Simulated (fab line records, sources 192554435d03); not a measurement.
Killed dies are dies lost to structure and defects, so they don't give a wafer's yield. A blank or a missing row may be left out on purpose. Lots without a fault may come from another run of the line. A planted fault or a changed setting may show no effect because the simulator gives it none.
fab line records | flow n5_finfet
record lots=11 wafers=31 last_day=17
route steps=1938 shown BEOL_M2@916 BEOL_M3@932 BEOL_M4@1111 PASSIVATION@1936
lots that met no fault: from a run of the same line without faults
start_h: hours from the record's first day to the start of the lot's first wafer shown | wait_h: hours since the lot's step before | " the same as in the row above | L1.1+2: a row that stands for several wafers | - no value, or no start given | * or withheld: withheld | < > ~ a bound
route shown NAME@n: a module of which the file shows steps, and the number in the route of the first | usual: mean/standard deviation of fault-free wafers | same: alike in all rows | chamber/n: place in a boat | sites: the reading at each site | _std_site: their standard deviation | _edge_site: outer sites' mean less inner sites' | radius_mm: how far each site lies from the wafer's centre | mask NAME#n: copy n | behind: the tool/chamber that last shaped the wafer | hold: why the lot was held/for how many hours/how that ended | device: the transistor (n, p or np) that didn't switch | end of line: the same wafers' tests at the end of the route | a step without rows: its recipe alone | killed: dies lost to structure and defects at the first sort, not the wafer's yield | map: a wafer's dies, x killed, . not, _ none there
set.NAME: the setting as run; set.NAME@STEP: as run at that earlier step | model.NAME: the simulator's own value behind a step, which no gauge read
steps of the route over a sample of lots; a table a step, a row a wafer
services: from which hour (start_h, from the record's first day; less than 0 if before it) a tool's chamber was out of use, for how many hours, and why
## steps
# step N5_BEOL_M2_SPUTTER_92
# recipe material=Cu target_thk_a=45 temp_c=-20 chamber_pressure_pa=0.07 power_w=withheld time_s=8.29
# usual chuck_gas_flow_sccm=1.27/0.051 throttle_valve_pct=29.9/0.72
# columns lot.wafer tool chamber start_h wait_h chuck_gas_flow_sccm throttle_valve_pct
L788.2 pvd_sputter-01 - 154.59 0.1 1.31 29.5
L788.4 " - " " 1.17 30.1
L790.1 pvd_sputter-03 - 159.82 0.1 1.26 29.8
L790.4 " - " " 1.36 31.2
L790.6 " - " " 1.27 29.2
L791.1 pvd_sputter-01 - 164.07 0.1 1.35 29.1
L791.2 " - " " 1.34 29.9
L791.3 " - " " 1.29 29.4
L792.1 pvd_sputter-03 - 179.05 0.1 1.21 29.0
L792.5 " - " " 1.27 31.1
L792.6 " - " " 1.32 29.1
L793.1 pvd_sputter-02 - 185.44 0.1 1.30 29.5
L793.5 " - " " 1.27 29.7
L796.1 pvd_sputter-02 - 203.27 0.1 1.26 29.7
L796.3 " - " " 1.31 28.3
L796.4 " - " " 1.26 31.0
L803.1 pvd_sputter-01 - 239.69 0.1 1.23 29.6
L803.2 " - " " 1.39 29.1
L803.6 " - " " 1.30 29.3
L804.1 pvd_sputter-03 - 245.80 0.1 1.27 29.9
L804.2 " - " " 1.24 30.2
L804.3 " - " " 1.23 29.1
L805.1 pvd_sputter-02 - 264.95 0.1 1.21 30.7
L805.2 " - " " 1.26 30.0
L805.3 " - " " 1.33 29.6
L807.1 pvd_sputter-01 - 272.63 0.1 1.37 29.6
L807.3 " - " " 1.30 29.1
L807.6 " - " " 1.24 29.6
L809.1 pvd_sputter-03 - 285.62 0.1 1.39 30.1
L809.3 " - " " 1.23 30.9
L809.6 " - " " 1.38 30.0
# step N5_BEOL_M2_CO_CAP_55
# recipe material=Co target_thk_a=20 temp_c=200 precursor=CCTBA/H2 pressure_torr=30 time_s=102.1
# usual chamber_pressure_Torr=30.01/0.062 heater_power_w=239/22 run_length_s=125.0/0.39
# columns lot.wafer tool chamber start_h wait_h chamber_pressure_Torr heater_power_w run_length_s
L788.2 cvd_co-02 0 155.92 0.0 29.94 223 124.0
L788.4 " 2 " " 29.95 244 125.6
L790.1 cvd_co-01 1 161.17 0.0 30.02 270 125.1
L790.4 " 0 " " 29.99 204 125.0
L790.6 " 1 " " 30.05 268 125.1
L791.1 cvd_co-01 1 165.38 0.0 30.03 267 125.3
L791.2 " 2 " " 29.97 242 125.0
L791.3 " 0 " " 29.90 209 124.6
L792.1 cvd_co-02 0 180.36 0.0 30.02 226 124.6
L792.5 " 1 " " 30.00 259 125.7
L792.6 " 2 " " 29.95 252 125.3
L793.1 cvd_co-02 0 186.76 0.0 30.08 231 124.0
L793.5 " 0 " " 30.08 217 124.2
L796.1 cvd_co-02 0 204.58 0.0 30.14 222 124.0
L796.3 " 1 " " 29.99 258 124.8
L796.4 " 1 " " 29.97 257 196.8
L803.1 cvd_co-01 0 241.00 0.0 30.03 211 124.7
L803.2 " 1 " " 29.91 273 124.8
L803.6 " 2 " " 30.08 240 125.1
L804.1 cvd_co-01 2 247.86 0.0 30.04 234 124.9
L804.2 " 0 " " 30.06 206 125.3
L804.3 " 1 " " 30.02 267 124.7
L805.1 cvd_co-01 0 266.25 0.0 29.86 210 124.9
L805.2 " 1 " " 29.91 269 124.7
L805.3 " 2 " " 29.91 236 125.3
L807.1 cvd_co-01 0 274.18 0.0 29.98 209 125.5
L807.3 " 2 " " 30.04 231 125.2
L807.6 " 1 " " 30.07 271 124.9
L809.1 cvd_co-01 1 286.93 0.0 30.03 266 125.4
L809.3 " 2 " " 30.09 232 124.8
L809.6 " 0 " " 30.06 215 124.8
# step N5_BEOL_M2_INSPECT_59
# recipe inspect_instrument=darkfield mode=post_dep
# usual raw_defect_count=71/22
# columns lot.wafer tool chamber start_h wait_h raw_defect_count
L788.2 defect_inspect-01 - 156.18 0.0 65
L788.4 " - " " 93
L790.1 defect_inspect-01 - 161.38 0.0 69
L790.4 " - " " 74
L790.6 " - " " 51
L791.1 defect_inspect-02 - 165.59 0.0 47
L791.2 " - " " 73
L791.3 " - " " 73
L792.1 defect_inspect-02 - 180.57 0.0 44
L792.5 " - " " 80
L792.6 " - " " 41
L793.1 defect_inspect-02 - 186.97 0.0 46
L793.5 " - " " 53
L796.1 defect_inspect-02 - 204.78 0.0 59
L796.3 " - " " 58
L796.4 " - " " 88
L803.1 defect_inspect-01 - 241.21 0.0 82
L803.2 " - " " 57
L803.6 " - " " 44
L804.1 defect_inspect-01 - 248.10 0.0 85
L804.2 " - " " 111
L804.3 " - " " 79
L805.1 defect_inspect-02 - 266.46 0.0 59
L805.2 " - " " 71
L805.3 " - " " 121
L807.1 defect_inspect-02 - 274.39 0.0 54
L807.3 " - " " 65
L807.6 " - " " 96
L809.1 defect_inspect-01 - 287.14 0.0 100
L809.3 " - " " 123
L809.6 " - " " 107
# step N5_BEOL_M3_THK_MEAS_01
# recipe reads=SiOC_of_BEOL_M3_ILD_DEP_00
# usual M3_ILD_THK=78.5/1.2
# columns lot.wafer tool chamber start_h wait_h M3_ILD_THK[nm]
L788.2 film_metro-02 - 156.28 0.1 78.3
L788.4 " - " " 80.6
L790.1 film_metro-02 - 161.48 0.0 77.9
L790.4 " - " " 78.8
L790.6 " - " " 79.2
L791.1 film_metro-02 - 165.87 0.2 77.1
L791.2 " - " " 78.1
L791.3 " - " " 79.3
L792.1 film_metro-01 - 180.67 0.0 79.4
L792.5 " - " " 81.3
L792.6 " - " " 80.1
L793.1 film_metro-01 - 187.07 0.0 75.9
L793.5 " - " " 78.5
L796.1 film_metro-01 - 204.89 0.0 76.5
L796.3 " - " " 77.6
L796.4 " - " " 78.8
L803.1 film_metro-01 - 241.32 0.0 77.9
L803.2 " - " " 78.4
L803.6 " - " " 77.7
L804.1 film_metro-02 - 248.20 0.0 77.2
L804.2 " - " " 78.0
L804.3 " - " " 76.8
L805.1 film_metro-02 - 266.57 0.0 77.6
L805.2 " - " " 78.7
L805.3 " - " " 77.6
L807.1 film_metro-01 - 274.51 0.1 78.0
L807.3 " - " " 79.6
L807.6 " - " " 78.8
L809.1 film_metro-01 - 287.24 0.0 75.8
L809.3 " - " " 77.6
L809.6 " - " " 78.5
# step N5_BEOL_M4_RC_MEAS_101
# usual DIBL_N=37.5/2 DIBL_P=37.5/2.5 IOFF_N=0.18/0.042 IOFF_P=0.24/0.046 ION_N=677/15 ION_P=464/9.5 SS_N=72.0/0.76 SS_P=73.6/0.79 VT_N=249/3.5 VT_P=-249/3.2
# columns lot.wafer tool chamber start_h wait_h DIBL_N[mV/V] DIBL_P[mV/V] IOFF_N[nA/um] IOFF_P[nA/um] ION_N[uA/um] ION_P[uA/um] SS_N[mV/dec] SS_P[mV/dec] VT_N[mV] VT_P[mV]
L788.2 prober-01 0 173.71 0.2 34.7 34.3 0.14 0.18 698 476 71.2 72.8 254 -251
L788.4 " 0 " " 38.8 37.2 0.21 0.21 670 459 73.5 73.6 247 -253
L790.1 prober-02 0 182.55 0.0 36.5 34.2 0.13 0.21 670 468 71.2 73.3 254 -247
L790.4 " 0 " " 37.0 36.7 0.15 0.26 658 464 71.2 73.5 250 -248
L790.6 " 0 " " 39.3 37.7 0.18 0.26 680 470 72.3 73.6 247 -245
L791.1 prober-01 0 195.03 0.0 34.2 34.4 0.15 0.18 682 471 72.3 73.2 253 -254
L791.2 " 0 " " 36.0 37.9 0.18 0.24 670 457 72.0 73.3 247 -249
L791.3 " 0 " " 36.8 38.0 0.20 0.23 687 464 72.0 74.3 247 -251
L792.1 prober-02 0 202.69 0.0 37.3 36.9 0.17 0.24 678 469 71.4 74.0 249 -249
L792.5 " 0 " " 39.1 38.0 0.20 0.26 684 472 72.7 74.2 248 -247
L792.6 " 0 " " 34.8 35.0 0.13 0.23 650 454 71.0 74.0 250 -248
L793.1 prober-02 0 204.86 0.0 36.8 37.1 0.14 0.24 645 448 70.6 73.9 254 -251
L793.5 " 0 " " 38.7 38.1 0.19 0.25 679 464 71.8 73.3 247 -249
L796.1 prober-01 0 224.89 0.0 39.3 41.9 0.24 0.32 683 468 72.4 75.0 244 -245
L796.3 " 0 " " 33.9 33.9 0.13 0.18 653 454 71.4 73.0 253 -251
L796.4 " 0 " " 38.0 41.3 0.22 0.29 694 474 71.8 74.9 245 -246
L803.1 prober-01 0 266.78 0.0 37.0 37.8 0.19 0.24 702 482 72.2 73.1 250 -248
L803.2 " 0 " " 34.2 33.9 0.13 0.19 650 451 71.8 72.7 252 -251
L803.6 " 0 " " 37.5 38.3 0.19 0.25 671 465 72.0 74.7 248 -247
L804.1 prober-01 0 273.67 0.0 40.8 40.6 0.23 0.29 690 470 72.2 74.2 244 -247
L804.2 " 0 " " 38.5 36.9 0.18 0.24 655 457 71.7 73.8 249 -247
L804.3 " 0 " " 39.0 38.1 0.19 0.25 664 460 71.6 73.0 249 -247
L805.1 prober-01 0 291.42 0.5 36.3 37.2 0.17 0.24 693 480 70.8 72.9 248 -247
L805.2 " 0 " " 35.6 35.8 0.15 0.22 665 466 71.5 72.4 248 -248
L805.3 " 0 " " 40.4 39.2 0.25 0.27 676 461 73.2 73.8 248 -244
L807.1 prober-02 0 294.48 0.0 39.4 38.3 0.23 0.24 708 470 72.3 74.6 244 -249
L807.3 " 0 " " 37.3 34.9 0.18 0.19 685 465 71.6 72.8 248 -250
L807.6 " 0 " " 37.4 36.5 0.18 0.20 693 467 72.1 73.8 247 -251
L809.1 prober-02 0 307.06 0.0 37.1 36.8 0.19 0.20 668 454 72.8 73.0 248 -253
L809.3 " 0 " " 35.2 35.5 0.13 0.18 659 452 71.5 73.1 251 -253
L809.6 " 0 " " 38.5 38.6 0.20 0.23 673 457 72.3 74.2 248 -249
# step N5_PASSIVATION_PROBE_49
# usual defect_limited_yield=91.8/1.5 killed_at_M0_to_M3=33/11 killed_at_M4_up=13/5 killed_at_contacts=11/5.6 killed_at_front_end=36/12 killed_at_other=3.4/2.5 killed_dies=97/18 killed_open=64/13 killed_short=31/6.9 sort_bin_5_function=4.8/1 sort_bin_6_memory=3.1/0.64 sort_bin_8_speed=0.00/0.014 sort_n_pass=1083/18 sort_yield_pct=91.8/1.5
# same gross_dies=1180 killed_at_back_side=0 sort_bin_4_leakage[%]=0
# columns lot.wafer tool chamber start_h wait_h defect_limited_yield[%] killed_at_M0_to_M3 killed_at_M4_up killed_at_contacts killed_at_front_end killed_at_other killed_dies killed_open killed_short sort_bin_5_function[%] sort_bin_6_memory[%] sort_bin_8_speed[%] sort_n_pass sort_yield_pct[%]
L796.1 prober-01 - 325.45 0.0 90.9 34 13 11 49 0 107 65 27 4.8 3.2 0 1073 90.9
L796.3 prober-01 - 325.55 0.1 92.8 24 23 11 27 0 85 51 32 4.3 2.8 0 1095 92.8
L796.4 prober-01 - 325.60 0.2 91.3 20 15 13 53 2 103 70 21 4.5 3.1 0 1077 91.3
# killed by level:class
L796.1 HKMG_FIN:area_etch=11 MOL_CONTACT_COAG:geometric_particle:open=10 BEOL_M0_SAQP:geometric_particle:open=10 BEOL_M0_SAQP:geometric_particle:short=8 BEOL_M1:geometric_particle:open=8 FIN_SAQP:geometric_particle:open=6 DUMMY_GATE:geometric_particle:open=6 FIN_SAQP:geometric_particle:short=5
L796.3 MOL_CONTACT_COAG:geometric_particle:open=8 BEOL_M4:geometric_particle:open=8 BEOL_M0_SAQP:geometric_particle:short=7 FIN_SAQP:geometric_particle:open=6 BEOL_M0_SAQP:geometric_particle:open=5 BEOL_M2:geometric_particle:open=5 BEOL_M4:geometric_particle:short=5 STARTING-WAFER:geometric_particle:open=5
L796.4 STI_FIN_REVEAL:geometric_particle:open=21 MOL_CONTACT_COAG:geometric_particle:open=10 HKMG_FIN:area_etch=10 BEOL_M2:geometric_particle:open=9 FIN_SAQP:geometric_particle:open=8 DUMMY_GATE:geometric_particle:open=4 MOL_CONTACT_COAG:geometric_particle:short=3 BEOL_M2:geometric_particle:short=3
## services
# columns tool chamber start_h hours kind
cvd_co-02 1 145.86 17.7 repair
cvd_co-01 0 233.88 3.6 repair
pvd_sputter-01 - 252.79 1.5 repair
cvd_co-01 0 258.49 3.1 repair
## key
first_sign step=N5_BEOL_M2_CO_CAP_55 reading=run_length_s direction=up sigmas=99+ usual=* struck=*
effect none on later readings
met_at N5_BEOL_M2_CO_CAP_55
struck_lots L796
struck_wafers L796.4
baseline_loss step=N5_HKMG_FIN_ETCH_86 wafers=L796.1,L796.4
not_acting_at N5_BEOL_M2_SPUTTER_92,N5_BEOL_M2_INSPECT_59,N5_BEOL_M3_THK_MEAS_01
onset_between 186.76 204.58
fault kind=process_parameter_drift tool=cvd_co-02 chamber=- onset_h=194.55 steps=N5_BEOL_M2_CO_CAP_55 channel=time_s offset=* shape=step end_h=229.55 scope=struck_wafers_only acts_in=* stated=*
# baseline_loss: these wafers lose ten dies or more at that step, a loss of the line's own and not of a fault; the sort's usual values leave them out
